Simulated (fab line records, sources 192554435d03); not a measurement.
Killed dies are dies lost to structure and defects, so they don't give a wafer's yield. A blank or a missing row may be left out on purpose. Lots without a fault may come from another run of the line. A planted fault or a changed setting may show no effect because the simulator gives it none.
fab line records | flow n5_finfet
record lots=6 wafers=18 last_day=18
route steps=1938 shown GATE_CUT@480 BEOL_M4@1111
lots that met no fault: from a run of the same line without faults
start_h: hours from the record's first day to the start of the lot's first wafer shown | wait_h: hours since the lot's step before | " the same as in the row above | L1.1+2: a row that stands for several wafers | - no value, or no start given | * or withheld: withheld | < > ~ a bound
route shown NAME@n: a module of which the file shows steps, and the number in the route of the first | usual: mean/standard deviation of fault-free wafers | same: alike in all rows | chamber/n: place in a boat | sites: the reading at each site | _std_site: their standard deviation | _edge_site: outer sites' mean less inner sites' | radius_mm: how far each site lies from the wafer's centre | mask NAME#n: copy n | behind: the tool/chamber that last shaped the wafer | hold: why the lot was held/for how many hours/how that ended | device: the transistor (n, p or np) that didn't switch | end of line: the same wafers' tests at the end of the route | a step without rows: its recipe alone | killed: dies lost to structure and defects at the first sort, not the wafer's yield | map: a wafer's dies, x killed, . not, _ none there
set.NAME: the setting as run; set.NAME@STEP: as run at that earlier step | model.NAME: the simulator's own value behind a step, which no gauge read
lots at some steps of the route; a table a step, a row a wafer
services: from which hour (start_h, from the record's first day; less than 0 if before it) a tool's chamber was out of use, for how many hours, and why
## steps
# step N5_GATE_CUT_COAT_27
# recipe resist=underlayer temp_c=205 time_s=60 spin_rpm=1500 resist_thk_nm=10
# step N5_GATE_CUT_COAT_07
# recipe resist=CAR-EUV spin_rpm=1500 resist_thk_nm=30
# step N5_GATE_CUT_EBR_09
# recipe solvent=PGMEA ebr_width_mm=1.5
# step N5_GATE_CUT_SOFTBAKE_08
# recipe temp_c=110 time_s=60 resist=CAR-EUV
# step N5_GATE_CUT_EXPOSE_10
# recipe mask_id=GATE_CUT na=0.33 source_shape=annular sigma_inner=0.35 sigma_outer=0.8 polarization=unpolarized target_cd_nm=20 dose_mj=43.25
# step N5_GATE_CUT_PEB_11
# recipe peb_temp_c=100 peb_time_s=60 resist=CAR-EUV
# step N5_GATE_CUT_DEVELOP_12
# recipe develop_time_s=30 developer=TMAH resist=CAR-EUV rinse_liquid=surfactant_rinse dry=air_spin dev_temp_c=23
# step N5_GATE_CUT_CD_MEAS_13
# recipe target_cd_nm=20 landing_energy_ev=500 detector=se_inlens
# usual cd_nm=19.90/0.28
# same landing_energy_ev=500
# columns lot.wafer tool chamber start_h wait_h cd_nm
L810.2 cd_sem-02 0 96.96 - 20.19
L810.4 " 0 " " 19.79
L810.6 " 0 " " 19.62
L815.2 cd_sem-02 0 128.58 - 19.74
L815.3 " 0 " " 19.96
L815.5 " 0 " " 20.00
L816.3 cd_sem-01 0 133.56 - 20.31
L816.4 " 0 " " 20.33
L816.6 " 0 " " 20.09
L827.2 cd_sem-01 0 202.00 - 19.37
L827.3 " 0 " " 19.37
L827.6 " 0 " " 19.98
L829.1 cd_sem-01 0 213.16 - 19.86
L829.5 " 0 " " 19.55
L829.6 " 0 " " 19.64
L831.2 cd_sem-03 0 225.19 - 19.78
L831.3 " 0 " " 20.40
L831.4 " 0 " " 19.22
# step N5_GATE_CUT_OVL_MEAS_14
# recipe points_per_wafer=522
# usual GATE_CUT_OVL=0.1/0.77
# columns lot.wafer tool chamber start_h wait_h GATE_CUT_OVL[nm]
L810.2 overlay-01 0 97.00 0.0 1.2
L810.4 " 0 " " 1.3
L810.6 " 0 " " 1.3
L815.2 overlay-02 0 128.61 0.0 1.2
L815.3 " 0 " " 0.4
L815.5 " 0 " " 1.5
L816.3 overlay-01 0 133.60 0.0 0.0
L816.4 " 0 " " -0.4
L816.6 " 0 " " 0.0
L827.2 overlay-02 0 202.04 0.0 1.0
L827.3 " 0 " " -0.1
L827.6 " 0 " " 2.2
L829.1 overlay-02 0 213.19 0.0 0.6
L829.5 " 0 " " -0.3
L829.6 " 0 " " 0.7
L831.2 overlay-02 0 225.22 0.0 0.0
L831.3 " 0 " " 1.1
L831.4 " 0 " " -0.5
# step N5_GATE_CUT_INSPECT_15
# recipe mode=adi inspect_instrument=brightfield
# usual raw_defect_count=132/40
# columns lot.wafer tool chamber start_h wait_h raw_defect_count
L810.2 defect_inspect-02 - 97.05 0.0 136
L810.4 " - " " 161
L810.6 " - " " 119
L815.2 defect_inspect-01 - 128.67 0.0 80
L815.3 " - " " 108
L815.5 " - " " 92
L816.3 defect_inspect-01 - 133.64 0.0 94
L816.4 " - " " 135
L816.6 " - " " 114
L827.2 defect_inspect-01 - 202.09 0.0 91
L827.3 " - " " 100
L827.6 " - " " 116
L829.1 defect_inspect-02 - 213.25 0.1 195
L829.5 " - " " 179
L829.6 " - " " 123
L831.2 defect_inspect-01 - 225.28 0.0 103
L831.3 " - " " 100
L831.4 " - " " 192
# step N5_GATE_CUT_DESCUM_18
# recipe chemistry=O2 time_s=7 source_power_w=50 bias_power_w=20 pressure_mtorr=20 rf_frequency_hz=2.712e+07 temp_c=40 resist=CAR-EUV o2_flow_sccm=225
# usual drypump_motor_current_A=5.6/0.43 oes_product_au=0.74/0.058 rf_fwd_power_W=49.39/0.21 rf_vpp_V=243.2/1.1 showerhead_plenum_p_Torr=2.10/0.055 throttle_valve_pct=20.55/0.15
# columns lot.wafer tool chamber start_h wait_h drypump_motor_current_A oes_product_au rf_fwd_power_W rf_hours_counter_h rf_vpp_V showerhead_plenum_p_Torr throttle_valve_pct
L810.2 rie_diel-05 1 97.08 0.0 5.5 0.73 49.06 164 242.7 2.09 20.54
L810.4 " 0 " " 5.8 0.75 49.23 164 244.8 2.20 20.68
L810.6 " 2 " " 5.3 0.74 49.31 - 244.1 2.10 20.37
L815.2 rie_diel-05 2 128.70 0.0 5.3 0.73 48.93 161 242.1 2.10 20.39
L815.3 " 1 " " 5.5 0.72 49.17 175 242.7 2.09 20.55
L815.5 " 3 " " 5.8 0.75 49.73 - 243.6 2.09 20.49
L816.3 rie_diel-05 1 134.17 0.5 5.6 0.72 49.05 177 242.2 2.09 20.55
L816.4 " 0 " " 5.8 0.74 49.49 178 244.8 2.20 20.70
L816.6 " 1 " " 5.6 0.72 49.16 - 242.4 2.09 20.52
L827.2 rie_diel-05 1 202.19 0.1 5.5 0.71 49.19 196 242.4 2.08 20.58
L827.3 " 0 " " 5.8 0.73 49.39 196 243.4 2.19 20.73
L827.6 " 1 " " 5.6 0.71 48.88 - 243.8 2.08 20.59
L829.1 rie_diel-05 3 213.46 0.2 5.8 0.74 49.62 172 242.4 2.08 20.53
L829.5 " 2 " " 5.3 0.72 49.60 - 242.3 2.09 20.42
L829.6 " 1 " " 5.6 0.71 49.06 - 241.5 2.08 20.56
L831.2 rie_diel-04 1 225.31 0.0 5.5 0.77 49.36 124 244.5 2.10 20.76
L831.3 " 2 " " 6.6 0.68 49.42 245 242.1 1.97 20.44
L831.4 " 3 " " 5.0 0.67 49.61 249 242.9 2.07 20.71
# step N5_GATE_CUT_ETCH_28
# recipe chemistry=N2/H2 target=underlayer target_depth_a=130 mask_material=CAR-EUV time_s=10.4 ion_energy_ev=200 pressure_mtorr=30 source_w=840 bias_w=150 n2_flow_sccm=200 h2_flow_sccm=200 ends=cleared
# usual drypump_motor_current_A=5.6/0.43 etch_rf_on_time_s=10.5/0.34 oes_product_au=0.63/0.05 rf_fwd_power_W=819.1/2.2 rf_vpp_V=523.9/2 showerhead_plenum_p_Torr=2.54/0.059 throttle_valve_pct=17.92/0.15
# columns lot.wafer tool chamber start_h wait_h drypump_motor_current_A etch_rf_on_time_s oes_product_au rf_fwd_power_W rf_hours_counter_h rf_vpp_V showerhead_plenum_p_Torr throttle_valve_pct
L810.2 rie_diel-05 1 97.12 0.0 5.5 11.2 0.61 818.4 164 523.9 2.55 17.97
L810.4 " 0 " " 5.8 10.3 0.64 818.1 164 527.0 2.63 17.85
L810.6 " 2 " " 5.2 10.6 0.64 818.8 - 523.9 2.54 17.69
L815.2 rie_diel-05 2 128.73 0.0 5.3 10.8 0.62 821.0 161 523.3 2.53 17.69
L815.3 " 1 " " 5.6 11.3 0.59 818.5 175 523.1 2.55 18.01
L815.5 " 3 " " 5.8 10.4 0.66 816.5 - 525.7 2.55 18.11
L816.3 rie_diel-05 1 134.21 0.0 5.6 11.1 0.60 822.4 177 524.6 2.55 17.99
L816.4 " 0 " " 5.8 10.1 0.63 815.8 178 526.5 2.63 17.90
L816.6 " 1 " " 5.6 11.2 0.59 819.2 - 523.2 2.55 18.00
L827.2 rie_diel-05 1 202.22 0.0 5.6 11.1 0.59 818.0 197 523.1 2.54 18.04
L827.3 " 0 " " 5.8 10.3 0.62 819.8 196 527.0 2.62 17.93
L827.6 " 1 " " 5.6 11.0 0.59 819.3 - 523.2 2.54 18.03
L829.1 rie_diel-05 3 213.50 0.0 5.8 10.5 0.63 814.3 172 524.1 2.54 18.14
L829.5 " 2 " " 5.2 10.8 0.60 818.0 - 524.0 2.52 17.75
L829.6 " 1 " " 5.5 11.1 0.58 820.3 - 523.8 2.54 18.04
L831.2 rie_diel-04 1 225.34 0.0 5.5 10.6 0.66 815.2 124 523.7 2.54 18.12
L831.3 " 2 " " 6.5 10.1 0.59 821.7 245 519.6 2.40 18.04
L831.4 " 3 " " 5.0 10.5 0.57 819.8 249 522.7 2.48 17.90
# step N5_GATE_CUT_ETCH_36
# recipe chemistry=CF4 target=SiARC target_depth_a=130 mask_material=CAR-EUV time_s=21.7 ion_energy_ev=80 pressure_mtorr=40 source_w=545 bias_w=36 Ar_flow_sccm=100 cf4_flow_sccm=100 ends=cleared
# usual drypump_motor_current_A=5.6/0.43 etch_rf_on_time_s=21.9/0.59 oes_product_au=0.63/0.049 rf_fwd_power_W=531.8/1.9 rf_vpp_V=184.1/1 showerhead_plenum_p_Torr=2.14/0.048 throttle_valve_pct=15.69/0.14
# columns lot.wafer tool chamber start_h wait_h drypump_motor_current_A etch_rf_on_time_s oes_product_au rf_fwd_power_W rf_hours_counter_h rf_vpp_V showerhead_plenum_p_Torr throttle_valve_pct
L810.2 rie_diel-05 1 97.14 0.0 5.6 22.8 0.61 531.5 164 184.8 2.13 15.67
L810.4 " 0 " " 5.8 21.5 0.64 529.5 164 184.6 2.22 15.74
L810.6 " 2 " " 5.2 21.9 0.64 530.4 - 184.5 2.14 15.46
L815.2 rie_diel-05 2 128.75 0.0 5.3 22.2 0.62 531.4 161 184.3 2.13 15.48
L815.3 " 1 " " 5.5 23.1 0.60 533.6 175 184.6 2.12 15.68
L815.5 " 3 " " 5.8 26.2 0.59 531.8 - 182.8 2.13 15.65
L816.3 rie_diel-05 1 134.23 0.0 5.6 23.4 0.59 530.8 177 183.6 2.12 15.71
L816.4 " 0 " " 5.8 21.7 0.63 531.2 178 185.7 2.22 15.76
L816.6 " 1 " " 5.6 28.2 0.55 532.2 - 184.5 2.12 15.70
L827.2 rie_diel-05 1 202.24 0.0 5.6 23.0 0.59 535.2 197 183.0 2.12 15.73
L827.3 " 0 " " 5.8 22.0 0.61 528.6 196 184.1 2.21 15.80
L827.6 " 1 " " 5.6 22.9 0.59 532.2 - 182.5 2.12 15.73
L829.1 rie_diel-05 3 213.52 0.0 5.9 21.8 0.63 533.1 172 183.0 2.12 15.71
L829.5 " 2 " " 5.3 22.1 0.62 532.5 - 183.6 2.13 15.54
L829.6 " 1 " " 5.5 23.1 0.58 533.4 - 186.3 2.12 15.73
L831.2 rie_diel-04 1 225.36 0.0 5.5 22.1 0.66 532.2 124 183.1 2.15 15.91
L831.3 " 2 " " 6.5 21.3 0.58 529.3 245 182.9 2.03 15.66
L831.4 " 3 " " 5.0 22.1 0.58 535.8 249 184.0 2.11 15.85
# step N5_GATE_CUT_ETCH_37
# recipe chemistry=N2/H2 target=SOC target_depth_a=600 overetch_a=120 mask_material=SiARC temp_c=40 time_s=90 ion_energy_ev=200 pressure_mtorr=30 source_w=840 bias_w=150 n2_flow_sccm=200 h2_flow_sccm=200
# usual drypump_motor_current_A=5.6/0.43 oes_product_au=0.67/0.049 rf_fwd_power_W=834.7/2.7 rf_vpp_V=523.8/1.9 showerhead_plenum_p_Torr=2.54/0.059 throttle_valve_pct=17.89/0.15
# columns lot.wafer tool chamber start_h wait_h drypump_motor_current_A oes_product_au rf_fwd_power_W rf_hours_counter_h rf_vpp_V showerhead_plenum_p_Torr throttle_valve_pct
L810.2 rie_diel-05 1 97.16 0.0 5.6 0.66 834.7 164 525.0 2.55 17.95
L810.4 " 0 " " 5.8 0.66 839.4 164 526.3 2.63 17.83
L810.6 " 2 " " 5.2 0.67 834.7 - 524.5 2.54 17.67
L815.2 rie_diel-05 2 128.78 0.0 5.3 0.67 834.8 161 523.0 2.53 17.69
L815.3 " 1 " " 5.6 0.65 833.3 175 522.7 2.55 17.97
L815.5 " 3 " " 5.8 0.68 834.3 - 523.6 2.55 18.07
L816.3 rie_diel-05 1 134.25 0.0 5.6 0.65 834.5 177 524.5 2.55 17.98
L816.4 " 0 " " 5.8 0.66 829.5 178 525.6 2.63 17.83
L816.6 " 1 " " 5.6 0.65 833.7 - 524.1 2.55 17.98
L827.2 rie_diel-05 1 202.27 0.0 5.5 0.63 831.0 197 522.4 2.54 18.01
L827.3 " 0 " " 5.8 0.65 837.3 196 523.9 2.62 17.88
L827.6 " 1 " " 5.6 0.64 829.8 - 523.7 2.54 18.02
L829.1 rie_diel-05 3 213.54 0.0 5.8 0.67 837.7 172 522.9 2.54 18.11
L829.5 " 2 " " 5.3 0.65 837.3 - 523.1 2.52 17.73
L829.6 " 1 " " 5.5 0.64 833.0 - 524.2 2.54 18.01
L831.2 rie_diel-04 1 225.39 0.0 5.5 0.69 835.5 124 524.1 2.54 18.11
L831.3 " 2 " " 6.5 0.61 832.7 245 520.0 2.40 18.01
L831.4 " 3 " " 5.0 0.61 834.8 249 522.8 2.48 17.87
# step N5_BEOL_M4_RC_MEAS_101
# usual DIBL_N=36.2/1.6 DIBL_P=36.1/2 IOFF_N=0.16/0.032 IOFF_P=0.22/0.036 ION_N=672/11 ION_P=463/7.5 SS_N=71.4/0.58 SS_P=73.2/0.67 VT_N=250/3.3 VT_P=-250/3.3
# columns lot.wafer tool chamber start_h wait_h DIBL_N[mV/V] DIBL_P[mV/V] IOFF_N[nA/um] IOFF_P[nA/um] ION_N[uA/um] ION_P[uA/um] SS_N[mV/dec] SS_P[mV/dec] VT_N[mV] VT_P[mV]
L810.2 prober-02 0 179.80 0.2 35.6 35.6 0.14 0.19 669 456 71.1 73.0 253 -252
L810.4 " 0 " " 38.6 39.1 0.19 0.26 690 477 71.7 74.3 246 -248
L810.6 " 0 " " 35.1 35.2 0.14 0.18 670 458 71.6 72.7 252 -250
L815.2 prober-02 0 213.60 0.2 34.2 35.1 0.14 0.18 670 456 70.9 73.0 251 -256
L815.3 " 0 " " 35.7 36.1 0.17 0.19 671 453 71.5 73.5 248 -253
L815.5 " 0 " " 34.4 34.1 0.13 0.17 661 449 71.0 73.1 253 -258
L816.3 prober-01 0 220.55 0.3 37.9 38.0 0.22 0.28 685 473 71.5 74.1 246 -244
L816.4 " 0 " " 35.3 35.0 0.17 0.23 680 467 70.9 72.8 246 -246
L816.6 " 0 " " 35.2 34.9 0.15 0.22 666 466 70.9 72.9 249 -247
L829.1 prober-02 0 294.82 0.0 34.8 34.8 0.14 0.20 667 461 70.8 72.5 252 -248
L829.5 " 0 " " 36.3 34.7 0.16 0.19 667 459 72.1 73.4 253 -250
L829.6 " 0 " " 35.2 34.6 0.13 0.19 668 463 71.0 73.1 254 -248
L827.2 prober-02 0 317.48 0.2 39.6 37.8 0.25 0.23 679 459 73.6 73.9 245 -249
L827.3 " 0 " " 38.6 37.9 0.20 0.24 666 453 72.5 74.0 249 -250
L827.6 " 0 " " 37.0 36.2 0.18 0.20 673 454 72.5 73.8 246 -253
L831.2 prober-02 0 340.00 0.2 36.9 38.3 0.17 0.23 675 469 71.6 73.0 249 -251
L831.3 " 0 " " 34.1 34.9 0.12 0.19 668 464 71.0 72.4 254 -252
L831.4 " 0 " " 34.5 35.5 0.14 0.19 671 463 71.1 72.4 250 -250
## services
# columns tool chamber start_h hours kind
rie_diel-04 - 118.88 14.6 pm
rie_diel-04 3 164.80 1.4 repair
## key
first_sign step=N5_GATE_CUT_ETCH_36 reading=etch_rf_on_time_s direction=up sigmas=8.9 usual=* struck=*
effect none on later readings
met_at N5_GATE_CUT_ETCH_36
struck_wafers L815.5,L816.6
onset_between 97.14 128.75
fault kind=process_parameter_drift tool=rie_diel-05 chamber=- onset_h=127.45 steps=N5_GATE_CUT_ETCH_36 channel=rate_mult offset=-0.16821 shape=step end_h=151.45 scope=struck_wafers_only
